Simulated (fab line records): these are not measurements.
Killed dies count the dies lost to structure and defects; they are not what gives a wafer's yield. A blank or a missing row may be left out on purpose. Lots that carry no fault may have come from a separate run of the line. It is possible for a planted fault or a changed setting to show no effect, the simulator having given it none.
Which tool did it? / flow n5Finfet / Sampling: 12 lots, 36 wafers, 4 of 1938 route steps

WHAT THE GAUGES SHOWED, per wafer
N5_BEOL_M6_THK_MEAS_01.
lot=L972; measured=day 10 06:03; on=filmMetro-02; M6_ILD_THK (nm)=152.8 155.9 155.8
lot=L976; measured=day 11 17:48; on=filmMetro-02; M6_ILD_THK (nm)=154.7 154.5 156.7
lot=L977; measured=day 12 00:08; on=filmMetro-02; M6_ILD_THK (nm)=156.8 156.4 156.6
lot=L982; measured=day 13 03:52; on=filmMetro-02; M6_ILD_THK (nm)=154.4 158.8 158.7
lot=L981; measured=day 13 04:08; on=filmMetro-01; M6_ILD_THK (nm)=153.6 157.4 158.6
lot=L984; measured=day 14 09:16; on=filmMetro-01; M6_ILD_THK (nm)=155.4 158.4 158.3
lot=L988; measured=day 14 13:44; on=filmMetro-01; M6_ILD_THK (nm)=154.7 155.7 156.3
lot=L989; measured=day 15 07:04; on=filmMetro-01; M6_ILD_THK (nm)=154.9 154.5 157.5
lot=L992; measured=day 15 22:13; on=filmMetro-02; M6_ILD_THK (nm)=156.9 154.9 157.0
lot=L993; measured=day 15 23:01; on=filmMetro-02; M6_ILD_THK (nm)=156.0 159.3 156.7
lot=L994; measured=day 16 01:54; on=filmMetro-01; M6_ILD_THK (nm)=152.1 153.8 157.1
lot=L995; measured=day 16 05:49; on=filmMetro-01; M6_ILD_THK (nm)=153.6 155.7 159.7

N5_BEOL_M6_CD_MEAS_11 targets a cd of 38.5 nm.
lot=L972; measured=day 10 07:47; on=cdSem-01; cdNm (nm)=38.6 38.3 38.7
lot=L976; measured=day 11 20:07; on=cdSem-01; cdNm (nm)=37.8 38.5 38.2
lot=L977; measured=day 12 01:39; on=cdSem-01; cdNm (nm)=38.9 38.8 39.0
lot=L982; measured=day 13 04:32; on=cdSem-02; cdNm (nm)=37.7 37.6 37.3
lot=L981; measured=day 13 07:23; on=cdSem-01; cdNm (nm)=38.3 37.8 37.6
lot=L984; measured=day 14 10:38; on=cdSem-03; cdNm (nm)=38.5 39.0 38.5
lot=L988; measured=day 14 15:14; on=cdSem-02; cdNm (nm)=38.5 38.5 38.7
lot=L989; measured=day 15 08:02; on=cdSem-02; cdNm (nm)=38.4 38.4 38.1
lot=L992; measured=day 16 00:49; on=cdSem-01; cdNm (nm)=38.1 38.2 38.6
lot=L993; measured=day 16 01:10; on=cdSem-03; cdNm (nm)=39.1 38.2 38.5
lot=L994; measured=day 16 03:02; on=cdSem-03; cdNm (nm)=38.0 38.2 37.6
lot=L995; measured=day 16 09:11; on=cdSem-01; cdNm (nm)=37.8 38.6 37.6

EACH LOT AND THE TOOL THAT RAN IT (in order: tool; ch and the chambers of the sampled wafers; start)
lot=L972; N5_BEOL_M5_DEP_56=pecvd-02 ch 0,1,2, day 10 05:20; N5_BEOL_M6_COAT_60=lithoTrack-03 ch 0, day 10 07:33
lot=L976; N5_BEOL_M5_DEP_56=pecvd-02 ch 0,1,2, day 11 17:05; N5_BEOL_M6_COAT_60=lithoTrack-03 ch 0, day 11 19:44
lot=L977; N5_BEOL_M5_DEP_56=pecvd-04 ch 0,2, day 11 23:15; N5_BEOL_M6_COAT_60=lithoTrack-04 ch 0, day 12 01:25
lot=L982; N5_BEOL_M5_DEP_56=pecvd-03 ch 1,2, day 13 03:09; N5_BEOL_M6_COAT_60=lithoTrack-03 ch 0, day 13 04:10
lot=L981; N5_BEOL_M5_DEP_56=pecvd-03 ch 0,2, day 13 03:26; N5_BEOL_M6_COAT_60=lithoTrack-03 ch 0, day 13 07:01
lot=L984; N5_BEOL_M5_DEP_56=pecvd-03 ch 0,1, day 14 08:34; N5_BEOL_M6_COAT_60=lithoTrack-03 ch 0, day 14 10:16
lot=L988; N5_BEOL_M5_DEP_56=pecvd-04 ch 1,2, day 14 12:58; N5_BEOL_M6_COAT_60=lithoTrack-03 ch 0, day 14 14:59
lot=L989; N5_BEOL_M5_DEP_56=pecvd-03 ch 1,2, day 15 06:22; N5_BEOL_M6_COAT_60=lithoTrack-02 ch 0, day 15 07:40
lot=L992; N5_BEOL_M5_DEP_56=pecvd-02 ch 0,1,2, day 15 21:01; N5_BEOL_M6_COAT_60=lithoTrack-02 ch 0, day 16 00:26
lot=L993; N5_BEOL_M5_DEP_56=pecvd-04 ch 0,2, day 15 22:19; N5_BEOL_M6_COAT_60=lithoTrack-02 ch 0, day 16 00:48
lot=L994; N5_BEOL_M5_DEP_56=pecvd-02 ch 0,2, day 16 00:42; N5_BEOL_M6_COAT_60=lithoTrack-04 ch 0, day 16 02:40
lot=L995; N5_BEOL_M5_DEP_56=pecvd-03 ch 0,2, day 16 05:07; N5_BEOL_M6_COAT_60=lithoTrack-02 ch 0, day 16 08:49
- N5_BEOL_M5_DEP_56: deposits SiCN from 3MS/NH3, target thk 8 nm, time 14 s.
- N5_BEOL_M6_COAT_60: time 60 s, resist thk 35 nm.

AS READ BY THE TOOLS THEMSELVES (means over the sampled wafers that have a number; for cases with no such wafer, the mark the record gives instead)
N5_BEOL_M5_DEP_56.
lot=L972; tool=pecvd-02; rfFwdPowerW (W)=198.9; showerheadPlenumPTorr (Torr)=3.667; showerheadVppV (V)=852; throttleValvePct (%)=9.2
lot=L976; tool=pecvd-02; rfFwdPowerW (W)=198.0; showerheadPlenumPTorr (Torr)=3.662; showerheadVppV (V)=851; throttleValvePct (%)=9.1
lot=L977; tool=pecvd-04; rfFwdPowerW (W)=199.4; showerheadPlenumPTorr (Torr)=3.680; showerheadVppV (V)=875; throttleValvePct (%)=9.0
lot=L982; tool=pecvd-03; rfFwdPowerW (W)=198.4; showerheadPlenumPTorr (Torr)=3.674; showerheadVppV (V)=849; throttleValvePct (%)=8.6
lot=L981; tool=pecvd-03; rfFwdPowerW (W)=198.7; showerheadPlenumPTorr (Torr)=3.662; showerheadVppV (V)=838; throttleValvePct (%)=9.0
lot=L984; tool=pecvd-03; rfFwdPowerW (W)=199.1; showerheadPlenumPTorr (Torr)=3.657; showerheadVppV (V)=906; throttleValvePct (%)=9.5
lot=L988; tool=pecvd-04; rfFwdPowerW (W)=197.9; showerheadPlenumPTorr (Torr)=3.669; showerheadVppV (V)=837; throttleValvePct (%)=8.9
lot=L989; tool=pecvd-03; rfFwdPowerW (W)=198.6; showerheadPlenumPTorr (Torr)=3.663; showerheadVppV (V)=860; throttleValvePct (%)=8.8
lot=L992; tool=pecvd-02; rfFwdPowerW (W)=198.5; showerheadPlenumPTorr (Torr)=3.668; showerheadVppV (V)=863; throttleValvePct (%)=9.2
lot=L993; tool=pecvd-04; rfFwdPowerW (W)=199.8; showerheadPlenumPTorr (Torr)=3.677; showerheadVppV (V)=867; throttleValvePct (%)=9.1
lot=L994; tool=pecvd-02; rfFwdPowerW (W)=198.7; showerheadPlenumPTorr (Torr)=3.683; showerheadVppV (V)=850; throttleValvePct (%)=9.2
lot=L995; tool=pecvd-03; rfFwdPowerW (W)=199.1; showerheadPlenumPTorr (Torr)=3.665; showerheadVppV (V)=829; throttleValvePct (%)=9.1

N5_BEOL_M6_COAT_60.
lot=L972; tool=lithoTrack-03; plateTempC (C)=219.89; spinSpeedRpm (rpm)=1500.9
lot=L976; tool=lithoTrack-03; plateTempC (C)=220.32; spinSpeedRpm (rpm)=1500.7
lot=L977; tool=lithoTrack-04; plateTempC (C)=220.08; spinSpeedRpm (rpm)=1500.3
lot=L982; tool=lithoTrack-03; plateTempC (C)=220.06; spinSpeedRpm (rpm)=1499.1
lot=L981; tool=lithoTrack-03; plateTempC (C)=219.91; spinSpeedRpm (rpm)=1500.1
lot=L984; tool=lithoTrack-03; plateTempC (C)=220.18; spinSpeedRpm (rpm)=1548.3
lot=L988; tool=lithoTrack-03; plateTempC (C)=219.89; spinSpeedRpm (rpm)=1548.1
lot=L989; tool=lithoTrack-02; plateTempC (C)=219.97; spinSpeedRpm (rpm)=1498.7
lot=L992; tool=lithoTrack-02; plateTempC (C)=219.95; spinSpeedRpm (rpm)=1500.0
lot=L993; tool=lithoTrack-02; plateTempC (C)=220.06; spinSpeedRpm (rpm)=1499.6
lot=L994; tool=lithoTrack-04; plateTempC (C)=219.96; spinSpeedRpm (rpm)=1499.1
lot=L995; tool=lithoTrack-02; plateTempC (C)=220.15; spinSpeedRpm (rpm)=1499.7

THE ANSWER, worked out from the rows above alone
Rule: usual is defined by the lots themselves. The widest of any qualifying gaps counts: lots, ordered by their means at a reading, are off when they make up no more than a third of the lots, leave a main group of 4 or more, and stand apart from it by 3 or more times the standard deviation of that group's means. The tables above print the reading to a certain number of digits; a main group whose means all agree to those digits is not used. A lot without any number at a reading at which 4 lots or more have one is off too. Where the step has rows for the other lots, those lots are counted as sound. First the gauges in route order, then the tools' own readings, where a lot's mean is used as printed above. The first step at which some lot is off is used, and at that step the reading that is off furthest; a lot without a number counts as furthest.
Off at N5_BEOL_M6_COAT_60 (spinSpeedRpm): L984, L988. Mean 1499.8 rpm and standard deviation 0.68 in the main group.
A tool fits if, at that step or a process step before it, it ran every lot that is off, and no sound lot after the first of them. One candidate fits, namely lithoTrack-03 at N5_BEOL_M6_COAT_60. A fault onset in the window from L981 (day 13 07:01, its last sound lot) to L984 (day 14 10:16, its first lot off) fits.
On the lots that are off, the tool's own readings at N5_BEOL_M6_COAT_60 differ by more than 5 times the standard deviation of the sound lots' means, which bears it out; spinSpeedRpm reads 1548.2 rpm there versus 1499.8 rpm on the sound lots.

WHAT THE SIMULATOR HAD INSERTED
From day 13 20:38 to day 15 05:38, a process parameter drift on lithoTrack-03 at N5_BEOL_M6_COAT_60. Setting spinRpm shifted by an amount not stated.
Struck lots among those shown: L984, L988. The rule given above showed the same thing.
